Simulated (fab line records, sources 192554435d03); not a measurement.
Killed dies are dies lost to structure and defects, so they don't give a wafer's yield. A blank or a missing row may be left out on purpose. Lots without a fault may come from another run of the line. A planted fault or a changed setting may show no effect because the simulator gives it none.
fab line records | flow n5_finfet
record lots=10 wafers=27 last_day=18
route steps=1938 shown BEOL_M1@840 BEOL_M2@841 BEOL_M4@1111 PASSIVATION@1936
lots that met no fault: from a run of the same line without faults
start_h: hours from the record's first day to the start of the lot's first wafer shown | wait_h: hours since the lot's step before | " the same as in the row above | L1.1+2: a row that stands for several wafers | - no value, or no start given | * or withheld: withheld | < > ~ a bound
route shown NAME@n: a module of which the file shows steps, and the number in the route of the first | usual: mean/standard deviation of fault-free wafers | same: alike in all rows | chamber/n: place in a boat | sites: the reading at each site | _std_site: their standard deviation | _edge_site: outer sites' mean less inner sites' | radius_mm: how far each site lies from the wafer's centre | mask NAME#n: copy n | behind: the tool/chamber that last shaped the wafer | hold: why the lot was held/for how many hours/how that ended | device: the transistor (n, p or np) that didn't switch | end of line: the same wafers' tests at the end of the route | a step without rows: its recipe alone | killed: dies lost to structure and defects at the first sort, not the wafer's yield | map: a wafer's dies, x killed, . not, _ none there
set.NAME: the setting as run; set.NAME@STEP: as run at that earlier step | model.NAME: the simulator's own value behind a step, which no gauge read
steps of the route over a sample of lots; a table a step, a row a wafer
services: from which hour (start_h, from the record's first day; less than 0 if before it) a tool's chamber was out of use, for how many hours, and why
## steps
# step N5_BEOL_M1_INSPECT_59
# recipe inspect_instrument=darkfield mode=post_dep
# usual raw_defect_count=76/30
# columns lot.wafer tool chamber start_h wait_h raw_defect_count
L674.2 defect_inspect-01 - 162.51 0.0 93
L674.3 " - " " 61
L674.5 " - " " 72
L678.2 defect_inspect-02 - 171.69 0.0 73
L678.3 " - " " 80
L678.4 " - " " 65
L683.2 defect_inspect-02 - 213.63 0.0 66
L683.4 " - " " 63
L683.6 " - " " 36
L685.1 defect_inspect-02 - 221.77 0.0 84
L685.4 " - " " 86
L685.6 " - " " 63
L687.1 defect_inspect-02 - 223.50 0.0 70
L687.3 " - " " 40
L687.4 " - " " 76
L688.4 defect_inspect-02 - 228.12 0.0 81
L688.5 " - " " 112
L688.6 " - " " 68
L689.1 defect_inspect-02 - 233.68 0.0 144
L689.2 " - " " 123
L692.4 defect_inspect-01 - 246.78 0.0 57
L692.6 " - " " 37
L696.2 defect_inspect-01 - 278.43 0.0 44
L696.3 " - " " 49
L696.5 " - " " 49
L695.4 defect_inspect-02 - 285.93 0.0 85
L695.6 " - " " 102
# step N5_BEOL_M2_ILD_DEP_00
# recipe material=SiOC target_thk_a=790 temp_c=350 precursor=DEMS/O2 pressure_torr=5 rf_w=500 time_s=15.3
# usual heater_power_w=476/52 showerhead_plenum_p_Torr=5.694/0.017 throttle_valve_pct=11.9/0.66
# columns lot.wafer tool chamber start_h wait_h heater_power_w showerhead_plenum_p_Torr throttle_valve_pct
L674.2 pecvd-01 2 162.55 0.0 549 5.676 11.9
L674.3 " 1 " " 403 5.677 12.7
L674.5 " 2 " " 547 5.674 12.3
L678.2 pecvd-03 2 171.72 0.0 523 5.707 11.3
L678.3 " 1 " " 525 5.721 11.9
L678.4 " 2 " " 515 5.695 11.4
L683.2 pecvd-03 2 213.66 0.0 553 5.676 11.3
L683.4 " 1 " " 468 5.710 12.1
L683.6 " 0 " " 442 5.707 12.3
L685.1 pecvd-02 1 221.81 0.0 462 5.709 12.3
L685.4 " 0 " " 474 5.684 11.7
L685.6 " 1 " " 461 5.717 12.8
L687.1 pecvd-01 0 223.54 0.0 492 5.703 11.5
L687.3 " 1 " " 431 5.668 12.9
L687.4 " 0 " " 500 5.680 11.6
L688.4 pecvd-02 1 228.18 0.1 459 5.705 12.3
L688.5 " 2 " " 434 5.682 10.4
L688.6 " 1 " " 457 5.718 12.5
L689.1 pecvd-01 2 233.72 0.0 611 5.662 11.3
L689.2 " 0 " " 540 5.677 11.4
L692.4 pecvd-02 2 246.83 0.1 387 5.699 10.8
L692.6 " 0 " " 443 5.680 11.6
L696.2 pecvd-03 0 278.46 0.0 426 5.707 12.1
L696.3 " 1 " " 511 5.706 12.4
L696.5 " 1 " " 532 5.723 12.2
L695.4 pecvd-02 0 285.98 0.1 398 5.666 11.7
L695.6 " 1 " " 478 5.719 12.2
# step N5_BEOL_M2_PECVD_72
# recipe material=SiO2 target_thk_a=160 temp_c=400 precursor=TEOS/O2 pressure_torr=5.5 rf_w=450 teos_flow_sccm=53.8 gas=O2 flow_sccm=3000 time_s=18
# usual heater_power_w=700/72 showerhead_plenum_p_Torr=8.77/0.063 throttle_valve_pct=22.1/1.3
# columns lot.wafer tool chamber start_h wait_h heater_power_w showerhead_plenum_p_Torr throttle_valve_pct
L674.2 pecvd-02 2 162.65 0.0 607 8.78 19.6
L674.3 " 0 " " 711 8.73 21.8
L674.5 " 1 " " 575 8.84 23.2
L678.2 pecvd-01 2 171.83 0.0 928 8.71 22.9
L678.3 " 1 " " 612 8.64 23.9
L678.4 " 2 " " 949 8.72 23.0
L683.2 pecvd-03 0 213.77 0.0 669 8.80 23.0
L683.4 " 2 " " 837 8.78 21.5
L683.6 " 0 " " 657 8.82 23.1
L685.1 pecvd-01 0 221.92 0.0 787 8.78 21.5
L685.4 " 1 " " 690 8.65 24.1
L685.6 " 0 " " 643 8.75 21.5
L687.1 pecvd-03 2 223.66 0.0 740 8.78 21.3
L687.3 " 0 " " 588 8.82 22.9
L687.4 " 1 " " 721 8.88 22.6
L688.4 pecvd-02 1 228.30 0.1 699 8.85 23.4
L688.5 " 2 " " 647 8.78 19.9
L688.6 " 1 " " 675 8.85 23.4
L689.1 pecvd-02 1 233.82 0.0 647 8.84 23.2
L689.2 " 2 " " 680 8.77 19.9
L692.4 pecvd-03 0 246.94 0.1 661 8.84 23.1
L692.6 " 1 " " 646 8.88 22.9
L696.2 pecvd-01 1 278.57 0.0 708 8.67 24.1
L696.3 " 0 " " 740 8.77 21.7
L696.5 " 1 " " 688 8.65 24.2
L695.4 pecvd-03 2 286.08 0.1 812 8.78 21.5
L695.6 " 1 " " 765 8.88 22.8
# step N5_BEOL_M2_ETCH_64
# recipe chemistry=N2/H2 target=SOC target_depth_a=750 overetch_a=225 mask_material=SiARC temp_c=40 time_s=121.9 ion_energy_ev=200 pressure_mtorr=30 source_w=840 bias_w=150 n2_flow_sccm=200 h2_flow_sccm=200
# usual bias_w=150.0/0.44 drypump_motor_current_A=5.7/0.41 oes_product_au=0.61/0.057 rf_fwd_power_W=836.9/2.5 rf_vpp_V=524.4/2.2 showerhead_plenum_p_Torr=2.55/0.079 throttle_valve_pct=17.80/0.18
# columns lot.wafer tool chamber start_h wait_h bias_w drypump_motor_current_A oes_product_au rf_fwd_power_W rf_hours_counter_h rf_vpp_V showerhead_plenum_p_Torr throttle_valve_pct
L674.2 rie_diel-05 3 164.51 0.0 150.1 6.3 0.52 837.1 240 524.9 2.63 18.08
L674.3 " 1 " " 150.7 5.9 0.68 835.9 31 520.9 2.47 17.81
L674.5 " 2 " " 150.5 5.8 0.66 839.0 - 521.2 2.48 17.82
L678.2 rie_diel-01 3 173.19 0.0 149.9 5.6 0.52 838.6 221 526.9 2.61 18.02
L678.3 " 2 " " 150.0 4.9 0.70 837.1 25 527.0 2.60 17.58
L678.4 " 0 " " 150.3 5.4 0.65 835.2 63 523.3 2.56 17.57
L683.2 rie_diel-01 1 214.42 0.0 149.8 6.1 0.62 634.5 95 574.9 2.55 17.74
L683.4 " 3 " " 149.4 5.6 0.51 636.5 236 575.3 2.61 18.04
L683.6 " 0 " " 150.4 5.4 0.63 633.4 - 574.4 2.56 17.60
L685.1 rie_diel-01 1 223.71 0.0 150.3 6.1 0.62 634.8 97 573.6 2.54 17.71
L685.4 " 2 " " 149.1 4.9 0.68 636.8 43 574.7 2.59 17.63
L685.6 " 3 " " 149.6 5.6 0.52 634.9 - 576.1 2.61 18.04
L687.1 rie_diel-01 0 226.58 0.0 150.1 5.4 0.64 635.3 81 574.6 2.55 17.60
L687.3 " 3 " " 150.4 5.6 0.51 634.2 239 574.8 2.61 18.04
L687.4 " 1 " " 150.0 6.1 0.62 636.9 98 574.2 2.54 17.73
L688.4 rie_diel-05 3 230.20 0.0 150.8 6.3 0.70 838.7 8 524.9 2.62 17.71
L688.5 " 2 " " 150.3 5.8 0.63 835.0 - 521.0 2.47 17.84
L688.6 " 3 " " 151.2 6.2 0.70 837.2 - 526.4 2.62 17.72
L689.1 rie_diel-05 1 236.23 0.0 149.9 5.9 0.65 834.2 57 522.1 2.46 17.85
L689.2 " 0 " " 150.1 5.7 0.58 836.4 118 526.0 2.58 17.62
L692.4 rie_diel-05 1 247.77 0.0 149.3 5.9 0.65 837.6 60 522.6 2.46 17.86
L692.6 " 3 " " 149.8 6.2 0.69 836.3 - 526.6 2.62 17.73
L696.2 rie_diel-05 0 280.38 0.0 150.1 5.8 0.58 837.5 130 524.5 2.57 17.61
L696.3 " 2 " " 149.5 5.8 0.63 838.1 81 523.1 2.46 17.88
L696.5 " 0 " " 149.9 5.8 0.58 836.0 - 525.0 2.57 17.66
L695.4 rie_diel-06 0 287.29 0.0 150.2 5.3 0.55 836.7 198 522.8 2.54 18.20
L695.6 " 2 " " 150.0 5.3 0.61 830.7 - 526.9 2.67 17.71
# step N5_BEOL_M4_RC_MEAS_101
# usual DIBL_N=36.0/1.7 DIBL_P=36.2/2.3 IOFF_N=0.16/0.03 IOFF_P=0.21/0.036 ION_N=679/11 ION_P=465/7.1 SS_N=71.4/0.58 SS_P=73.3/0.75 VT_N=249/3.1 VT_P=-251/3.5
# columns lot.wafer tool chamber start_h wait_h DIBL_N[mV/V] DIBL_P[mV/V] IOFF_N[nA/um] IOFF_P[nA/um] ION_N[uA/um] ION_P[uA/um] SS_N[mV/dec] SS_P[mV/dec] VT_N[mV] VT_P[mV]
L674.2 prober-01 0 189.24 0.2 33.9 33.3 0.14 0.19 673 461 71.0 73.1 248 -250
L674.3 " 0 " " 32.7 31.5 0.12 0.17 665 459 70.9 72.2 252 -253
L674.5 " 0 " " 35.4 35.5 0.15 0.21 683 467 70.4 72.8 249 -249
L678.2 prober-02 0 206.34 0.2 36.7 36.3 0.16 0.21 684 467 70.8 73.6 249 -251
L678.3 " 0 " " 35.8 34.3 0.14 0.17 684 462 71.0 73.2 252 -254
L678.4 " 0 " " 35.3 34.4 0.14 0.18 674 462 70.6 72.6 251 -250
L683.2 prober-02 0 251.29 0.2 36.8 38.0 0.16 0.26 673 465 72.1 73.9 251 -247
L683.4 " 0 " " 38.4 40.1 0.21 0.29 687 475 72.0 74.0 247 -244
L683.6 " 0 " " 36.1 37.2 0.16 0.24 685 473 70.6 72.9 247 -249
L685.1 prober-01 0 251.64 0.2 35.9 35.8 0.15 0.22 681 470 71.1 73.0 249 -252
L685.4 " 0 " " 36.5 36.3 0.14 0.21 679 469 71.9 73.3 252 -250
L685.6 " 0 " " 36.0 35.3 0.14 0.21 677 469 71.3 73.0 253 -247
L688.4 prober-01 0 259.43 0.5 33.6 34.0 0.16 0.19 687 461 71.4 73.0 249 -254
L688.5 " 0 " " 35.7 35.9 0.18 0.20 697 464 71.6 73.0 247 -250
L688.6 " 0 " " 35.5 35.8 0.18 0.21 695 463 71.7 73.6 246 -250
L687.1 prober-02 0 260.33 0.0 36.4 36.9 0.16 0.22 679 467 71.7 73.8 252 -250
L687.3 " 0 " " 35.0 34.7 0.14 0.18 657 456 71.7 72.3 252 -252
L687.4 " 0 " " 39.0 40.1 0.22 0.26 684 472 71.9 74.4 246 -248
L689.1 prober-02 0 271.07 0.0 38.0 38.0 0.19 0.21 692 463 71.9 74.0 247 -252
L689.2 " 0 " " 36.3 36.3 0.15 0.19 671 458 71.0 74.1 254 -255
L692.4 prober-02 0 284.02 0.5 36.7 39.3 0.20 0.22 691 467 71.7 73.9 244 -252
L692.6 " 0 " " 34.3 35.5 0.14 0.16 679 456 71.2 72.3 250 -255
L696.2 prober-01 0 316.38 0.2 37.0 37.6 0.16 0.22 687 469 71.7 73.4 250 -251
L696.3 " 0 " " 36.6 37.2 0.17 0.22 683 462 71.3 73.8 247 -252
L696.5 " 0 " " 38.6 39.7 0.20 0.27 688 470 72.0 74.9 245 -249
L695.4 prober-02 0 321.31 0.5 40.8 43.6 0.28 0.32 701 481 72.3 74.5 241 -247
L695.6 " 0 " " 36.5 37.9 0.16 0.22 672 462 72.2 72.9 253 -250
# step N5_PASSIVATION_PROBE_49
# usual defect_limited_yield=91.3/1.5 killed_at_M0_to_M3=31/11 killed_at_M4_up=14/5.1 killed_at_contacts=12/5.6 killed_at_front_end=42/12 killed_at_other=3.8/2.9 killed_dies=103/18 killed_open=67/14 killed_short=33/8 sort_bin_4_leakage=0.00/0.0073 sort_bin_5_function=5.1/1 sort_bin_6_memory=3.2/0.75 sort_bin_8_speed=0/0 sort_n_pass=1077/18 sort_yield_pct=91.3/1.5
# same gross_dies=1180 killed_at_back_side=0
# columns lot.wafer tool chamber start_h wait_h defect_limited_yield[%] killed_at_M0_to_M3 killed_at_M4_up killed_at_contacts killed_at_front_end killed_at_other killed_dies killed_open killed_short sort_bin_4_leakage[%] sort_bin_5_function[%] sort_bin_6_memory[%] sort_bin_8_speed[%] sort_n_pass sort_yield_pct[%]
L674.2 prober-02 - 291.91 0.9 90.8 41 10 22 36 0 109 72 34 0 5.1 3.8 0 1071 90.8
L674.3 prober-02 - 291.96 0.9 90.1 39 7 15 54 2 117 76 40 0 5.9 3.6 0 1063 90.1
L674.5 prober-02 - 292.06 1.0 92.0 40 8 15 25 6 94 65 26 0 5.0 2.4 0 1086 92.0
L678.2 prober-02 - 315.87 0.1 91.4 17 27 25 33 0 102 62 40 0 4.9 3.2 0 1078 91.4
L678.3 prober-02 - 315.92 0.1 93.6 19 15 10 32 0 76 59 17 0 3.7 2.3 0 1104 93.6
L678.4 prober-02 - 315.97 0.2 90.5 18 18 16 57 3 112 81 25 0 6.1 2.5 0 1068 90.5
L685.1 prober-01 - 364.25 0.0 89.8 28 16 20 54 2 120 72 45 0 5.2 4.3 0 1060 89.8
L685.4 prober-01 - 364.40 0.2 91.9 18 21 16 40 1 96 62 33 0 4.7 3.0 0 1084 91.9
L685.6 prober-01 - 364.50 0.3 91.8 24 13 10 47 3 97 60 35 0 4.8 3.1 0 1083 91.8
L683.2 prober-02 - 367.96 0.1 91.2 23 11 14 54 2 104 73 30 0 4.3 4.0 0 1076 91.2
L683.4 prober-02 - 368.06 0.2 91.4 19 13 15 55 0 102 67 29 0 4.7 3.1 0 1078 91.4
L683.6 prober-02 - 368.16 0.3 91.9 42 10 7 34 2 95 76 19 0 5.2 2.7 0 1085 91.9
L688.4 prober-01 - 368.49 0.2 90.8 34 12 6 44 12 108 66 42 0 4.9 3.9 0 1072 90.8
L688.5 prober-01 - 368.54 0.2 91.9 20 17 16 41 2 96 77 19 0 4.0 4.1 0 1084 91.9
L688.6 prober-01 - 368.59 0.3 91.5 32 17 9 34 8 100 69 31 0 5.6 2.5 0 1080 91.5
L687.1 prober-01 - 379.42 0.0 91.7 20 10 20 45 3 98 69 28 0 4.7 3.6 0 1082 91.7
L687.3 prober-01 - 379.52 0.1 89.2 39 14 18 56 1 128 104 23 0 5.8 4.5 0.08 1052 89.2
L687.4 prober-01 - 379.57 0.2 90.7 35 9 25 35 6 110 74 35 0 6.1 3.1 0 1070 90.7
L689.1 prober-02 - 384.22 0.0 87.7 48 5 13 77 2 145 97 38 0 7.5 4.0 0 1035 87.7
L689.2 prober-02 - 384.27 0.1 90.8 40 10 9 46 3 108 68 39 0 5.3 3.6 0 1072 90.8
L692.4 prober-02 - 386.04 0.2 93.1 16 14 5 38 8 81 55 26 0 3.9 2.8 0 1099 93.1
L692.6 prober-02 - 386.14 0.3 93.9 12 21 9 26 4 72 47 19 0 3.6 1.8 0 1108 93.9
L696.2 prober-01 - 416.41 0.1 90.9 36 10 9 47 5 107 70 31 0 4.2 4.2 0 1073 90.9
L696.3 prober-01 - 416.46 0.1 90.7 27 19 14 48 2 110 72 38 0 5.6 3.4 0 1070 90.7
L696.5 prober-01 - 416.56 0.2 92.6 19 12 7 47 2 87 56 31 0 4.6 2.5 0 1093 92.6
L695.4 prober-01 - 422.65 0.2 91.6 31 13 13 39 3 99 75 22 0.08 4.8 3.5 0 1080 91.5
L695.6 prober-01 - 422.75 0.3 92.8 40 12 10 20 3 85 62 22 0 4.1 2.6 0 1095 92.8
# killed by level:class
L674.2 MOL_CONTACT_COAG:geometric_particle:open=19 BEOL_M0_SAQP:geometric_particle:short=15 BEOL_M0_SAQP:geometric_particle:open=14 GATE_CUT:geometric_particle:short=6 BEOL_M2:geometric_particle:open=6 STI_FIN_REVEAL:geometric_particle:open=5 FIN_SAQP:geometric_particle:open=4 SPACER0:geometric_particle:open=4
L674.3 FIN_SAQP:geometric_particle:open=16 BEOL_M0_SAQP:geometric_particle:open=15 MOL_CONTACT_COAG:geometric_particle:open=13 BEOL_M0_SAQP:geometric_particle:short=13 STI_FIN_REVEAL:geometric_particle:open=10 BEOL_M2:geometric_particle:short=5 STARTING-WAFER:geometric_particle:open=5 FIN_SAQP:geometric_particle:short=3
L674.5 BEOL_M0_SAQP:geometric_particle:open=14 MOL_CONTACT_COAG:geometric_particle:open=13 BEOL_M0_SAQP:geometric_particle:short=13 PASS1_CAP:geometric_particle:open=6 BEOL_M3:geometric_particle:open=5 STARTING-WAFER:geometric_particle:open=5 STARTING-WAFER:geometric_particle:short=5 BEOL_M1:geometric_particle:open=4
L678.2 MOL_CONTACT_COAG:geometric_particle:open=21 BEOL_M4:geometric_particle:short=14 STI_FIN_REVEAL:geometric_particle:open=10 GATE_CUT:geometric_particle:short=5 BEOL_M0_SAQP:geometric_particle:short=5 BEOL_M4:geometric_particle:open=5 ILD0:geometric_particle:open=4 ILD0:geometric_particle:short=4
L678.3 MOL_CONTACT_COAG:geometric_particle:open=10 FIN_SAQP:geometric_particle:open=8 BEOL_M0_SAQP:geometric_particle:open=7 BEOL_M4:geometric_particle:open=6 STI_FIN_REVEAL:geometric_particle:open=5 DUMMY_GATE:geometric_particle:open=5 FIN_SAQP:geometric_particle:short=3 GATE_CUT:geometric_particle:short=3
L678.4 STI_FIN_REVEAL:geometric_particle:open=15 MOL_CONTACT_COAG:geometric_particle:open=15 FIN_SAQP:geometric_particle:open=12 BEOL_M3:geometric_particle:open=7 BEOL_M4:geometric_particle:open=7 DUMMY_GATE:geometric_particle:open=6 FIN_SAQP:geometric_particle:short=5 STARTING-WAFER:geometric_particle:short=5
L685.1 MOL_CONTACT_COAG:geometric_particle:open=18 STI_FIN_REVEAL:geometric_particle:open=12 GATE_CUT:geometric_particle:open=11 GATE_CUT:geometric_particle:short=8 BEOL_M0_SAQP:geometric_particle:short=7 BEOL_M2:geometric_particle:short=7 FIN_SAQP:geometric_particle:short=6 FIN_SAQP:geometric_particle:open=6
L685.4 FIN_SAQP:geometric_particle:open=14 MOL_CONTACT_COAG:geometric_particle:open=14 FIN_SAQP:geometric_particle:short=6 GATE_CUT:geometric_particle:short=6 BEOL_M4:geometric_particle:open=5 BEOL_M1:geometric_particle:open=4 BEOL_M2:geometric_particle:short=4 BEOL_M7:geometric_particle:open=4
L685.6 STI_FIN_REVEAL:geometric_particle:open=17 MOL_CONTACT_COAG:geometric_particle:open=7 FIN_SAQP:geometric_particle:open=5 BEOL_M1:geometric_particle:short=5 FIN_SAQP:geometric_particle:short=4 BEOL_M3:geometric_particle:open=4 BEOL_M4:geometric_particle:open=4 STI_FIN_REVEAL:geometric_particle:short=3
L683.2 FIN_SAQP:geometric_particle:open=22 MOL_CONTACT_COAG:geometric_particle:open=10 FIN_SAQP:geometric_particle:short=8 DUMMY_GATE:geometric_particle:open=7 STARTING-WAFER:geometric_particle:open=5 BEOL_M0_SAQP:geometric_particle:open=4 MOL_CONTACT_COAG:geometric_particle:short=4 BEOL_M0_SAQP:geometric_particle:short=4
L683.4 FIN_SAQP:geometric_particle:open=13 MOL_CONTACT_COAG:geometric_particle:open=11 BEOL_M1:geometric_particle:open=8 DUMMY_GATE:geometric_particle:open=7 STARTING-WAFER:geometric_particle:short=6 HKMG_FIN:area_etch=6 FIN_SAQP:geometric_particle:short=4 GATE_CUT:geometric_particle:short=4
L683.6 BEOL_M0:geometric_particle:open=10 FIN_SAQP:geometric_particle:open=9 BEOL_M0_SAQP:geometric_particle:open=9 FIN_SAQP:geometric_particle:short=8 DUMMY_GATE:geometric_particle:open=7 BEOL_M0_SAQP:geometric_particle:short=7 MOL_CONTACT_COAG:geometric_particle:open=6 BEOL_M3:geometric_particle:open=6
L688.4 STI_FIN_REVEAL:geometric_particle:open=16 BEOL_M0_SAQP:geometric_particle:short=12 BEOL_M2:geometric_particle:open=8 FIN_SAQP:geometric_particle:open=6 BEOL_M0_SAQP:geometric_particle:open=6 BEOL_M1:geometric_particle:open=6 FIN_SAQP:geometric_particle:short=5 MOL_CONTACT_COAG:geometric_particle:open=5
L688.5 STI_FIN_REVEAL:geometric_particle:open=16 MOL_CONTACT_COAG:geometric_particle:open=15 FIN_SAQP:geometric_particle:open=10 BEOL_M4:geometric_particle:open=9 BEOL_M0_SAQP:geometric_particle:open=5 BEOL_M5:geometric_particle:open=5 FIN_SAQP:geometric_particle:short=4 BEOL_M1:geometric_particle:open=4
L688.6 BEOL_M1:geometric_particle:open=12 FIN_SAQP:geometric_particle:open=10 STI_FIN_REVEAL:geometric_particle:open=10 BEOL_M4:geometric_particle:open=9 MOL_CONTACT_COAG:geometric_particle:open=6 BEOL_M0_SAQP:geometric_particle:short=6 BEOL_M0_SAQP:geometric_particle:open=5 BEOL_M1:geometric_particle:short=5
L687.1 MOL_CONTACT_COAG:geometric_particle:open=16 FIN_SAQP:geometric_particle:open=10 FIN_SAQP:geometric_particle:short=7 STI_FIN_REVEAL:geometric_particle:open=7 DUMMY_GATE:geometric_particle:open=6 BEOL_M2:geometric_particle:open=6 BEOL_M5:geometric_particle:open=6 MOL_CONTACT_COAG:geometric_particle:short=4
L687.3 MOL_CONTACT_COAG:geometric_particle:open=16 FIN_SAQP:geometric_particle:open=15 DUMMY_GATE:geometric_particle:open=14 BEOL_M0_SAQP:geometric_particle:open=11 STI_FIN_REVEAL:geometric_particle:open=9 BEOL_M1:geometric_particle:open=9 BEOL_M4:geometric_particle:open=7 BEOL_M2:geometric_particle:open=6
L687.4 MOL_CONTACT_COAG:geometric_particle:open=19 BEOL_M0_SAQP:geometric_particle:open=11 STI_FIN_REVEAL:geometric_particle:open=10 FIN_SAQP:geometric_particle:open=7 BEOL_M2:geometric_particle:open=6 MOL_CONTACT_COAG:geometric_particle:short=6 BEOL_M0_SAQP:geometric_particle:short=5 GATE_CUT:geometric_particle:short=4
L689.1 STI_FIN_REVEAL:geometric_particle:open=29 BEOL_M3:geometric_particle:open=13 MOL_CONTACT_COAG:geometric_particle:open=11 BEOL_M2:geometric_particle:open=11 FIN_SAQP:geometric_particle:short=10 BEOL_M1:geometric_particle:open=9 HKMG_FIN:area_etch=9 FIN_SAQP:geometric_particle:open=6
L689.2 FIN_SAQP:geometric_particle:open=15 FIN_SAQP:geometric_particle:short=13 BEOL_M0_SAQP:geometric_particle:open=11 BEOL_M3:geometric_particle:open=8 MOL_CONTACT_COAG:geometric_particle:open=8 BEOL_M0_SAQP:geometric_particle:short=7 BEOL_M1:geometric_particle:open=7 GATE_CUT:geometric_particle:short=4
L692.4 STI_FIN_REVEAL:geometric_particle:open=13 FIN_SAQP:geometric_particle:short=9 BEOL_M0_SAQP:geometric_particle:open=7 MOL_CONTACT_COAG:geometric_particle:open=5 FIN_SAQP:geometric_particle:open=4 DUMMY_GATE:geometric_particle:open=4 BEOL_M0:geometric_particle:open=4 BEOL_M4:geometric_particle:open=4
L692.6 BEOL_M4:geometric_particle:open=14 MOL_CONTACT_COAG:geometric_particle:open=7 HKMG_FIN:area_etch=6 STI_FIN_REVEAL:geometric_particle:open=3 STARTING-WAFER:geometric_particle:open=3 BEOL_M0_SAQP:geometric_particle:open=3 BEOL_M0:geometric_particle:open=3 BEOL_M3:geometric_particle:short=3
L696.2 BEOL_M1:geometric_particle:open=10 FIN_SAQP:geometric_particle:open=8 FIN_SAQP:geometric_particle:short=7 STI_FIN_REVEAL:geometric_particle:open=7 MOL_CONTACT_COAG:geometric_particle:open=7 HKMG_FIN:area_etch=6 BEOL_M0:geometric_particle:open=5 DUMMY_GATE:geometric_particle:open=4
L696.3 STI_FIN_REVEAL:geometric_particle:open=9 MOL_CONTACT_COAG:geometric_particle:open=9 BEOL_M4:geometric_particle:open=9 FIN_SAQP:geometric_particle:open=8 BEOL_M3:geometric_particle:open=7 FIN_SAQP:geometric_particle:short=6 BEOL_M1:geometric_particle:open=5 MOL_CONTACT_COAG:geometric_particle:short=5
L696.5 FIN_SAQP:geometric_particle:open=15 FIN_SAQP:geometric_particle:short=10 MOL_CONTACT_COAG:geometric_particle:open=7 STI_FIN_REVEAL:geometric_particle:open=5 BEOL_M2:geometric_particle:open=5 STI_FIN_REVEAL:geometric_particle:short=3 GATE_CUT:geometric_particle:short=3 BEOL_M0_SAQP:geometric_particle:short=3
L695.4 FIN_SAQP:geometric_particle:open=15 MOL_CONTACT_COAG:geometric_particle:open=11 STI_FIN_REVEAL:geometric_particle:open=7 BEOL_M2:geometric_particle:open=6 BEOL_M0:geometric_particle:open=6 BEOL_M1:geometric_particle:open=6 FIN_SAQP:geometric_particle:short=5 BEOL_M3:geometric_particle:open=4
L695.6 MOL_CONTACT_COAG:geometric_particle:open=9 BEOL_M1:geometric_particle:open=9 BEOL_M0_SAQP:geometric_particle:short=7 BEOL_M0_SAQP:geometric_particle:open=7 BEOL_M3:geometric_particle:open=7 BEOL_M4:geometric_particle:open=5 FIN_SAQP:geometric_particle:open=4 BEOL_M3:geometric_particle:short=4
## services
# columns tool chamber start_h hours kind
rie_diel-06 3 166.60 - clean
rie_diel-06 3 166.60 - consumable_replace:focus_ring
pecvd-01 - 167.36 1.7 repair
pecvd-01 2 170.77 - calibration
pecvd-03 1 184.01 5.0 scheduled_down
rie_diel-05 3 194.37 - clean
rie_diel-05 3 194.37 - consumable_replace:focus_ring
rie_diel-05 3 194.37 13.7 scheduled_down
rie_diel-05 3 194.37 13.7 vent_cycle
pecvd-01 - 200.16 2.8 pm
rie_diel-06 3 225.92 16.6 repair
pecvd-02 0 226.37 5.5 scheduled_down
pecvd-02 0 233.12 2.1 scheduled_down
pecvd-01 - 258.95 5.1 repair
rie_diel-01 3 263.49 2.6 repair
rie_diel-01 3 266.36 - clean
rie_diel-01 3 266.36 - consumable_replace:focus_ring
rie_diel-01 3 266.36 24.7 scheduled_down
rie_diel-01 3 266.36 24.7 vent_cycle
## key
first_sign step=N5_BEOL_M2_ETCH_64 reading=rf_fwd_power_W direction=down sigmas=81 usual=* struck=*
effect step=N5_BEOL_M2_ETCH_64 reading=rf_vpp_V direction=up sigmas=23 usual=524.4 struck=574.7
met_at N5_BEOL_M2_ETCH_64
struck_lots L683,L685,L687
not_acting_at N5_BEOL_M1_INSPECT_59,N5_BEOL_M2_ILD_DEP_00,N5_BEOL_M2_PECVD_72
onset_between 173.19 214.42
fault kind=process_parameter_drift tool=rie_diel-01 chamber=- onset_h=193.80 steps=N5_BEOL_M2_ETCH_64 channel=source_w offset=-201.6 shape=step end_h=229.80 acts_in=these_recipes_only stated=840
